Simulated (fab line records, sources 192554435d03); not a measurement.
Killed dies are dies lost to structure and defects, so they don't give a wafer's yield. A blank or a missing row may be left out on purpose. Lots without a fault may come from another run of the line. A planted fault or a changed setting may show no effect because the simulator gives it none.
fab line records | flow n5_finfet | part 1 of 2: steps 1 to 3 of 6
record lots=20 wafers=60 last_day=18
route steps=1938 shown BEOL_M14@1751 BEOL_M15@1787
lots that met no fault: from a run of the same line without faults
start_h: hours from the record's first day to the start of the lot's first wafer shown | wait_h: hours since the lot's step before | " the same as in the row above | L1.1+2: a row that stands for several wafers | - no value, or no start given | * or withheld: withheld | < > ~ a bound
route shown NAME@n: a module of which the file shows steps, and the number in the route of the first | usual: mean/standard deviation of fault-free wafers | same: alike in all rows | chamber/n: place in a boat | sites: the reading at each site | _std_site: their standard deviation | _edge_site: outer sites' mean less inner sites' | radius_mm: how far each site lies from the wafer's centre | mask NAME#n: copy n | behind: the tool/chamber that last shaped the wafer | hold: why the lot was held/for how many hours/how that ended | device: the transistor (n, p or np) that didn't switch | end of line: the same wafers' tests at the end of the route | a step without rows: its recipe alone | killed: dies lost to structure and defects at the first sort, not the wafer's yield | map: a wafer's dies, x killed, . not, _ none there
set.NAME: the setting as run; set.NAME@STEP: as run at that earlier step | model.NAME: the simulator's own value behind a step, which no gauge read
steps of the route over a sample of lots; a table a step, a row a wafer
services: from which hour (start_h, from the record's first day; less than 0 if before it) a tool's chamber was out of use, for how many hours, and why
## steps
# step N5_BEOL_M14_ETCH_68
# recipe chemistry=N2/H2 target=SOC mask_material=SiARC source_w=3000 bias_w=350 temp_c=40 time_s=450 ion_energy_ev=200 pressure_mtorr=30 n2_flow_sccm=200 h2_flow_sccm=200
# usual drypump_motor_current_A=5.8/0.54 h2_flow_sccm=200.1/0.61 oes_product_au=0.76/0.073 rf_vpp_V=523.1/2.1 showerhead_plenum_p_Torr=2.52/0.069 temp_c=40.00/0.12 throttle_valve_pct=17.84/0.26
# columns lot.wafer tool chamber start_h wait_h drypump_motor_current_A h2_flow_sccm oes_product_au rf_hours_counter_h rf_vpp_V showerhead_plenum_p_Torr temp_c throttle_valve_pct
L075.2 rie_diel-02 3 253.29 0.1 5.1 200.9 0.71 208 523.5 2.52 40.06 18.32
L075.4 " 1 " " 6.6 199.9 0.71 192 523.5 2.53 40.08 18.17
L075.5 " 1 " " 6.6 199.9 0.71 - 523.1 2.53 39.94 18.16
L076.1 rie_diel-02 3 259.10 0.1 5.0 199.8 0.70 210 524.0 2.52 39.96 18.34
L076.4 " 1 " " 6.6 200.3 0.71 194 523.7 2.53 40.11 18.16
L076.5 " 2 " " 5.8 201.1 0.72 - 526.8 2.62 39.86 17.76
L074.2 rie_diel-04 2 261.99 0.1 6.1 200.1 0.83 76 521.5 2.47 40.03 17.51
L074.3 " 1 " " 6.0 200.0 0.69 246 522.1 2.51 39.98 18.29
L074.6 " 1 " " 6.0 200.1 0.69 - 521.3 2.51 40.06 18.28
L077.3 rie_diel-01 3 268.54 0.1 6.2 199.5 0.79 90 523.6 2.58 40.03 17.45
L077.5 " 1 " " 5.4 200.1 0.79 - 525.8 2.57 39.82 17.60
L077.6 " 2 " " 5.1 200.2 0.76 - 521.9 2.45 40.32 17.76
L079.2 rie_diel-02 0 293.66 0.1 5.6 199.9 0.89 21 525.8 2.61 39.75 17.76
L079.3 " 2 " " 5.8 200.2 0.71 219 525.6 2.61 40.23 17.79
L079.6 " 2 " " 5.8 200.2 0.72 - 525.9 2.62 40.07 17.78
L078.1 rie_diel-04 2 293.92 0.1 6.1 200.4 0.82 90 520.4 2.46 40.14 17.53
L078.2 " 0 " " 6.8 199.6 0.68 241 520.3 2.38 39.71 18.10
L078.5 " 3 " " 5.3 200.1 0.73 - 519.4 2.42 39.84 18.10
L081.1 rie_diel-04 2 299.69 0.1 6.2 199.8 0.80 92 521.6 2.46 39.93 17.53
L081.3 " 3 " " 5.3 201.0 0.72 211 520.7 2.42 40.04 18.09
L081.6 " 0 " " 6.8 200.6 0.68 - 520.9 2.38 39.76 18.09
L080.2 rie_diel-02 1 300.61 0.1 6.6 199.8 0.69 212 523.0 2.52 40.16 18.18
L080.3 " 3 " " 5.0 200.1 0.71 225 522.5 2.52 40.00 18.34
L080.5 " 0 " " 5.6 201.0 0.88 - 525.0 2.61 40.05 17.79
L085.1 rie_diel-04 1 313.05 0.1 6.0 199.6 0.96 9 523.8 2.50 39.87 17.90
L085.3 " 2 " " 6.2 200.9 0.80 98 521.2 2.46 39.98 17.54
L085.6 " 1 " " 6.0 200.8 0.95 - 521.9 2.50 39.90 17.90
L084.1 rie_diel-01 0 318.08 0.1 5.3 199.3 0.81 91 524.6 2.54 40.15 17.55
L084.4 " 1 " " 5.5 200.2 0.78 114 525.0 2.56 39.92 17.64
L084.5 " 1 " " 5.5 200.0 0.77 - 522.8 2.56 39.88 17.63
L086.3 rie_diel-02 1 330.08 0.1 6.6 200.6 0.69 220 523.3 2.52 40.07 18.21
L086.4 " 0 " " 5.6 200.2 0.87 33 524.7 2.60 39.99 17.80
L086.5 " 1 " " 6.6 199.2 0.68 - 523.4 2.52 39.98 18.20
L088.3 rie_diel-04 3 336.67 0.1 5.3 200.5 0.71 227 520.2 2.41 40.15 18.14
L088.5 " 2 " " 6.2 200.3 0.80 - 520.6 2.45 40.03 17.57
L088.6 " 3 " " 5.3 200.0 0.72 - 519.2 2.41 40.19 18.14
L089.1 rie_diel-02 1 342.88 0.1 6.6 200.0 0.69 225 523.2 2.51 40.04 18.20
L089.2 " 0 " " 5.6 199.4 0.86 38 524.4 2.60 40.07 17.81
L089.3 " 3 " " 5.0 199.2 0.69 239 523.2 2.51 40.29 18.37
L090.2 rie_diel-01 0 351.63 0.1 5.3 200.7 0.81 103 524.4 2.54 39.96 17.57
L090.3 " 1 " " 5.5 199.7 0.76 128 521.5 2.56 40.06 17.66
L090.4 " 2 " " 5.1 198.8 0.74 151 520.9 2.44 40.12 17.78
L092.1 rie_diel-04 2 356.54 0.1 6.2 200.2 0.79 116 522.5 2.45 40.04 17.58
L092.2 " 0 " " 6.8 199.5 0.96 7 528.1 2.69 40.03 17.70
L092.3 " 3 " " 5.3 201.1 0.71 233 522.4 2.41 39.93 18.14
L095.2 rie_diel-02 3 372.67 0.1 5.0 200.5 0.68 249 523.2 2.51 39.94 18.39
L095.3 " 0 " " 5.6 200.0 0.84 49 524.1 2.60 39.89 17.82
L095.6 " 0 " " 5.6 199.9 0.84 - 525.9 2.60 40.10 17.84
L093.1 rie_diel-01 3 380.18 0.1 6.3 199.3 0.76 128 524.2 2.56 40.14 17.52
L093.3 " 1 " " 5.4 200.2 0.76 137 525.0 2.55 39.97 17.67
L093.5 " 0 " " 5.3 200.7 0.78 - 525.4 2.53 39.95 17.59
L096.1 rie_diel-01 1 385.45 0.1 5.5 199.7 0.76 139 525.7 2.55 39.79 17.67
L096.3 " 0 " " 5.3 200.9 0.79 115 523.8 2.53 40.05 17.59
L096.4 " 3 " " 6.3 199.8 0.74 130 524.4 2.56 40.03 17.53
L094.1 rie_diel-01 3 386.22 0.1 6.2 200.0 0.75 131 523.6 2.56 40.07 17.53
L094.4 " 0 " " 5.3 198.9 0.79 116 523.0 2.53 40.02 17.61
L094.5 " 3 " " 6.2 199.0 0.75 - 524.9 2.56 40.12 17.52
L097.3 rie_diel-01 2 401.22 0.1 5.1 200.2 0.73 168 519.7 2.44 40.06 17.84
L097.5 " 1 " " 5.4 200.1 0.75 - 523.8 2.55 39.90 17.70
L097.6 " 0 " " 5.4 199.9 0.79 - 524.8 2.53 40.09 17.60
# step N5_BEOL_M15_ETCH_59
# recipe chemistry=N2/H2 target=BARC target_depth_a=890 overetch_a=267 time_s=67.9 ion_energy_ev=200 pressure_mtorr=30 source_w=840 bias_w=150 n2_flow_sccm=200 h2_flow_sccm=200
# usual drypump_motor_current_A=5.38/0.26 h2_flow_sccm=200.0/0.65 oes_product_au=0.68/0.076 rf_vpp_V=524.0/1.9 showerhead_plenum_p_Torr=2.56/0.062 throttle_valve_pct=17.89/0.28
# columns lot.wafer tool chamber start_h wait_h drypump_motor_current_A h2_flow_sccm oes_product_au rf_hours_counter_h rf_vpp_V showerhead_plenum_p_Torr throttle_valve_pct
L075.2 rie_diel-05 2 257.85 0.0 5.65 200.4 0.77 29 526.2 2.59 17.72
L075.4 " 3 " " 5.33 199.7 0.61 184 522.5 2.52 18.04
L075.5 " 0 " " 5.01 200.5 0.82 - 526.4 2.62 17.92
L076.1 rie_diel-06 2 261.96 0.0 5.90 199.8 0.63 212 522.7 2.54 18.55
L076.4 " 1 " " 5.45 200.0 0.77 21 526.3 2.60 17.59
L076.5 " 1 " " 5.46 199.7 0.77 - 526.1 2.60 17.59
L074.2 rie_diel-06 2 266.82 0.0 5.88 201.9 0.62 214 522.8 2.54 18.53
L074.3 " 0 " " 5.09 198.5 0.61 178 526.5 2.66 17.97
L074.6 " 1 " " 5.46 199.8 0.76 - 524.3 2.60 17.62
L077.3 rie_diel-03 2 276.35 0.0 5.24 199.9 0.82 3 524.5 2.50 17.75
L077.5 " 2 " " 5.28 199.6 0.80 - 521.7 2.50 17.73
L077.6 " 1 " " 5.29 198.8 0.67 - 528.7 2.66 17.69
L079.2 rie_diel-03 2 298.71 0.0 5.24 200.3 0.79 10 523.8 2.49 17.76
L079.3 " 3 " " 5.15 200.5 0.78 17 527.1 2.62 17.87
L079.6 " 3 " " 5.14 200.3 0.78 - 524.1 2.62 17.87
L078.1 rie_diel-03 3 299.38 0.0 5.14 200.8 0.78 17 524.5 2.62 17.87
L078.2 " 0 " " 5.94 199.5 0.60 230 521.5 2.50 17.63
L078.5 " 2 " " 5.29 199.2 0.79 - 521.9 2.49 17.76
L081.1 rie_diel-05 3 306.64 0.0 5.31 200.3 0.60 200 523.3 2.51 18.08
L081.3 " 3 " " 5.31 200.6 0.60 - 522.0 2.51 18.09
L081.6 " 3 " " 5.33 199.1 0.60 - 523.3 2.51 18.08
L080.2 rie_diel-06 2 308.29 0.0 5.91 199.9 0.61 225 522.2 2.54 18.56
L080.3 " 1 " " 5.45 201.0 0.74 34 525.0 2.59 17.62
L080.5 " 0 " " 5.10 199.0 0.61 - 526.7 2.66 17.98
L085.1 rie_diel-05 0 317.19 0.0 5.05 199.2 0.78 31 524.5 2.62 17.96
L085.3 " 3 " " 5.32 200.5 0.60 206 522.8 2.51 18.08
L085.6 " 1 " " 5.46 199.8 0.73 - 522.1 2.47 17.51
L084.1 rie_diel-05 2 322.72 0.0 5.67 200.5 0.75 42 525.6 2.59 17.73
L084.4 " 0 " " 4.99 199.1 0.77 33 525.3 2.61 17.93
L084.5 " 2 " " 5.68 200.0 0.74 - 525.6 2.59 17.74
L086.3 rie_diel-03 1 336.06 0.0 5.28 198.6 0.65 109 526.9 2.65 17.71
L086.4 " 0 " " 5.93 200.0 0.59 242 523.1 2.49 17.65
L086.5 " 1 " " 5.28 199.0 0.65 - 527.5 2.65 17.73
L088.3 rie_diel-05 1 344.10 0.0 5.47 199.3 0.71 79 522.0 2.47 17.51
L088.5 " 1 " " 5.46 199.7 0.71 - 522.2 2.47 17.52
L088.6 " 2 " " 5.69 200.3 0.73 - 524.9 2.59 17.74
L089.1 rie_diel-06 3 346.46 0.0 5.33 200.5 0.59 217 522.9 2.52 18.19
L089.2 " 1 " " 5.45 199.2 0.73 45 524.8 2.59 17.63
L089.3 " 0 " " 5.07 198.9 0.60 196 527.2 2.65 18.01
L090.2 rie_diel-03 2 357.26 0.0 5.22 199.3 0.76 29 522.0 2.49 17.80
L090.3 " 3 " " 5.14 200.5 0.75 35 524.3 2.61 17.91
L090.4 " 0 " " 5.94 200.2 0.58 249 520.9 2.49 17.66
L092.1 rie_diel-03 2 363.08 0.0 5.26 199.2 0.75 31 521.2 2.49 17.78
L092.2 " 1 " " 5.29 199.5 0.65 118 527.0 2.65 17.74
L092.3 " 3 " " 5.14 199.3 0.74 37 524.9 2.61 17.91
L095.2 rie_diel-05 2 378.62 0.0 5.69 199.9 0.73 60 525.3 2.58 17.76
L095.3 " 0 " " 5.03 199.3 0.75 51 524.8 2.61 17.99
L095.6 " 0 " " 5.05 199.7 0.75 - 524.1 2.61 17.97
L093.1 rie_diel-06 2 385.61 0.0 5.91 200.6 0.60 248 523.1 2.53 18.59
L093.3 " 1 " " 5.45 199.8 0.72 56 524.7 2.58 17.65
L093.5 " 2 " " 5.91 201.1 0.60 - 523.0 2.53 18.61
L096.1 rie_diel-05 1 388.56 0.0 5.45 199.9 0.70 88 520.2 2.46 17.53
L096.3 " 0 " " 5.04 200.8 0.75 54 524.4 2.61 17.99
L096.4 " 2 " " 5.68 199.5 0.71 63 524.7 2.58 17.78
L094.1 rie_diel-06 2 390.64 0.0 5.90 199.9 0.60 250 522.7 2.53 18.60
L094.4 " 3 " " 5.32 200.8 0.58 231 522.4 2.52 18.23
L094.5 " 1 " " 5.44 200.7 0.71 - 524.9 2.58 17.66
L097.3 rie_diel-05 1 406.19 0.0 5.48 200.4 0.69 93 521.0 2.46 17.55
L097.5 " 3 " " 5.30 199.6 0.58 - 524.1 2.50 18.14
L097.6 " 2 " " 5.72 200.4 0.71 - 525.2 2.58 17.78
# step N5_BEOL_M15_STRIP_64
# recipe chemistry=O2 power_w=600 temp_c=60 pressure_mtorr=30 rf_frequency_hz=6e+07 bias_power_w=0 overash_fraction=0.3 o2_flow_sccm=225
# usual drypump_motor_current_A=5.38/0.27 oes_product_au=0.81/0.095 rf_vpp_V=3.7/0.44 showerhead_plenum_p_Torr=2.10/0.046 temp_c=59.99/0.11 throttle_valve_pct=16.61/0.23
# same overash_fraction=0.3
# columns lot.wafer tool chamber start_h wait_h drypump_motor_current_A oes_product_au rf_hours_counter_h rf_vpp_V showerhead_plenum_p_Torr temp_c throttle_valve_pct
L075.2 rie_diel-05 2 - - 5.67 0.88 30 3.3 2.13 60.10 16.34
L075.4 " 3 " " 5.29 0.71 185 4.2 2.08 60.06 16.77
L075.5 " 0 " " 5.03 0.95 - 3.9 2.12 59.84 16.51
L076.1 rie_diel-06 2 - - 5.90 0.72 212 3.6 2.08 60.00 17.09
L076.4 " 1 " " 5.45 0.91 21 3.6 2.13 60.03 16.38
L076.5 " 1 " " 5.44 0.91 - 2.9 2.13 60.09 16.37
L074.2 rie_diel-06 2 - - 5.90 0.72 214 2.9 2.08 60.07 17.07
L074.3 " 0 " " 5.07 0.72 178 3.2 2.18 59.90 16.69
L074.6 " 1 " " 5.41 0.91 - 4.2 2.13 60.13 16.39
L077.3 rie_diel-03 2 - - 5.26 0.94 3 3.5 2.07 59.97 16.46
L077.5 " 2 " " 5.25 0.95 - 3.3 2.07 59.97 16.46
L077.6 " 1 " " 5.28 0.78 - 3.1 2.21 60.29 16.66
L079.2 rie_diel-03 2 - - 5.27 0.92 10 3.7 2.07 60.04 16.47
L079.3 " 3 " " 5.15 0.92 17 3.5 2.12 59.94 16.46
L079.6 " 3 " " 5.17 0.92 - 3.4 2.12 59.97 16.47
L078.1 rie_diel-03 3 - - 5.11 0.91 18 3.5 2.12 59.93 16.46
L078.2 " 0 " " 5.95 0.69 230 3.8 2.07 59.84 16.54
L078.5 " 2 " " 5.28 0.91 - 3.4 2.07 60.08 16.47
L081.1 rie_diel-05 3 - - 5.34 0.71 201 2.8 2.07 60.01 16.78
L081.3 " 3 " " 5.32 0.71 - 3.3 2.07 59.92 16.81
L081.6 " 3 " " 5.32 0.71 - 4.1 2.07 60.01 16.81
L080.2 rie_diel-06 2 - - 5.89 0.72 225 4.3 2.08 60.03 17.09
L080.3 " 1 " " 5.46 0.89 34 3.4 2.12 59.93 16.39
L080.5 " 0 " " 5.10 0.71 - 3.5 2.18 59.96 16.70
L085.1 rie_diel-05 0 - - 5.02 0.93 31 3.0 2.12 60.08 16.52
L085.3 " 3 " " 5.32 0.70 206 3.6 2.07 59.85 16.80
L085.6 " 1 " " 5.41 0.85 - 4.0 2.04 59.96 16.34
L084.1 rie_diel-05 2 - - 5.68 0.88 43 3.8 2.13 59.87 16.35
L084.4 " 0 " " 5.01 0.92 33 3.5 2.11 59.98 16.53
L084.5 " 2 " " 5.67 0.87 - 3.9 2.13 59.96 16.37
L086.3 rie_diel-03 1 - - 5.29 0.77 109 4.0 2.20 60.05 16.70
L086.4 " 0 " " 5.95 0.69 242 3.9 2.06 59.92 16.58
L086.5 " 1 " " 5.28 0.77 - 3.0 2.20 59.88 16.70
L088.3 rie_diel-05 1 - - 5.46 0.86 79 4.1 2.04 59.88 16.35
L088.5 " 1 " " 5.46 0.85 - 3.5 2.04 59.90 16.35
L088.6 " 2 " " 5.68 0.86 - 4.4 2.13 59.99 16.37
L089.1 rie_diel-06 3 - - 5.31 0.67 217 3.7 2.08 59.96 16.96
L089.2 " 1 " " 5.44 0.87 45 3.7 2.12 60.04 16.41
L089.3 " 0 " " 5.08 0.71 196 3.7 2.18 60.01 16.72
L090.2 rie_diel-03 2 - - 5.24 0.89 29 3.5 2.06 59.88 16.50
L090.3 " 3 " " 5.15 0.89 35 3.5 2.12 60.05 16.50
L090.4 " 0 " " 5.93 0.67 249 2.8 2.06 60.00 16.58
L092.1 rie_diel-03 2 - - 5.26 0.88 31 3.2 2.06 60.16 16.51
L092.2 " 1 " " 5.28 0.75 118 3.7 2.20 59.98 16.72
L092.3 " 3 " " 5.13 0.87 37 3.4 2.12 59.89 16.50
L095.2 rie_diel-05 2 - - 5.70 0.85 60 3.8 2.12 59.86 16.39
L095.3 " 0 " " 5.02 0.90 51 3.7 2.11 59.93 16.56
L095.6 " 0 " " 5.00 0.89 - 3.2 2.11 60.00 16.58
L093.1 rie_diel-06 2 - - 5.91 0.69 248 4.2 2.07 59.88 17.13
L093.3 " 1 " " 5.44 0.86 56 4.3 2.12 60.08 16.44
L093.5 " 2 " " 5.90 0.71 - 4.1 2.07 59.88 17.14
L096.1 rie_diel-05 1 - - 5.46 0.83 89 3.6 2.03 60.09 16.37
L096.3 " 0 " " 4.98 0.88 54 3.9 2.11 59.97 16.57
L096.4 " 2 " " 5.68 0.83 63 3.6 2.12 60.07 16.39
L094.1 rie_diel-06 2 - - 5.90 0.70 250 4.2 2.07 59.88 17.14
L094.4 " 3 " " 5.35 0.66 231 4.6 2.07 59.85 16.98
L094.5 " 1 " " 5.41 0.86 - 3.4 2.12 59.89 16.44
L097.3 rie_diel-05 1 - - 5.46 0.82 93 4.2 2.03 59.96 16.37
L097.5 " 3 " " 5.35 0.68 - 3.6 2.06 59.99 16.84
L097.6 " 2 " " 5.68 0.84 - 3.9 2.12 60.16 16.40
